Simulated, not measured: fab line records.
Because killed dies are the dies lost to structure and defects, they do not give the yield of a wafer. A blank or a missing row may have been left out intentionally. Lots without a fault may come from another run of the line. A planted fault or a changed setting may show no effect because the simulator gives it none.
Code-filled problem report in 8D (eight disciplines) form ; flow n5 finfet ; the parts of the form that need people (team, actions taken, sign-off) are left out

1. WHAT WENT WRONG
At N5_BEOL_M7_COAT_05, spin speed rpm averages 1550.2 rpm over 6 wafers from 2 lots, while fault-free wafers read 1500.1 rpm, standard deviation 1.2. Measured from the usual mean, that is +42 standard deviations.
The step: resist thk 90 nm.
The first sign was on wafer L617.2 at day 14 02:10, on litho track-05. At this step, 18 wafers from 6 lots have a number in the record. Rule for "out" (also "out of limits"): further than 4 standard deviations from the usual mean. The rest of the wafers with a number are treated as sound.

2. WHAT IT IS, AND WHAT IT ISN'T
question;is;is not
which readings at this step;spin speed rpm;-
which lots;L617, L621;L602, L605, L608, L612
which wafers of those lots;all that have a number;-
read on which tools;litho track-05;litho track-01, litho track-04
when;from day 14 02:10;up to then (12 sound wafers)

3. WHAT RULES OUT EACH SUSPECT
Counting: a tool at any process step up to the reading remains a suspect when it ran all the lots that are out and ran no sound lot after the first of those.
- pecvd-03 at N5_BEOL_M6_DEP_56 (deposits SiCN from 3MS/NH3, target thk 10 nm, time 17.5 s): kept. It processed each lot that is out, first L617 at day 14 00:40, and no sound lot thereafter; up to then, the last sound lot it processed was L612 at day 12 20:04.
- litho track-05 at N5_BEOL_M7_COAT_05 (resist thk 90 nm): kept. It processed each lot that is out, first L617 at day 14 02:10, and no sound lot thereafter; up to then, the last sound lot it processed was L608 at day 11 21:04. On those wafers its own readings are out: spin speed rpm.
What counting leaves: pecvd-03 at N5_BEOL_M6_DEP_56 and litho track-05 at N5_BEOL_M7_COAT_05.

4. THE CAUSE (what the simulator had put in)
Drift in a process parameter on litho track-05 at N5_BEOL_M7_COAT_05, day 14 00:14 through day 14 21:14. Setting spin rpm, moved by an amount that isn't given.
Of the 2 suspects that counting leaves, this tool is one.

5. SEQUENCE OF EFFECTS, ordered by route
One row per reading whose mean, taken over the struck wafers that have a number, lies over 3 standard deviations from the usual. Readings are gone through only where the record gives a usual standard deviation; hours: the median, over the lots, of the time from a lot's start at the first step in this table giving one to that lot's start at this step; sigmas: the change measured in usual standard deviations.
hours;step;reading;usual;on struck wafers;change;sigmas
0;N5_BEOL_M7_COAT_05;spin speed rpm;1500.1 rpm;1550.2;+50.1;+42
Its process steps:
- N5_BEOL_M7_COAT_05: resist thk 90 nm.
At these later measuring or inspecting steps, every struck wafer for which the step has a row has a number for every such reading, and none has moved that far: N5_BEOL_M7_CD_MEAS_11, N5_BEOL_M7_OVL_MEAS_12, N5_BEOL_M7_INSPECT_13.

6. HOW IT WOULD HAVE BEEN CAUGHT EARLIER
The fault began at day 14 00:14; the first out-of-limits reading in this record came at day 14 02:10, 2 hours later.
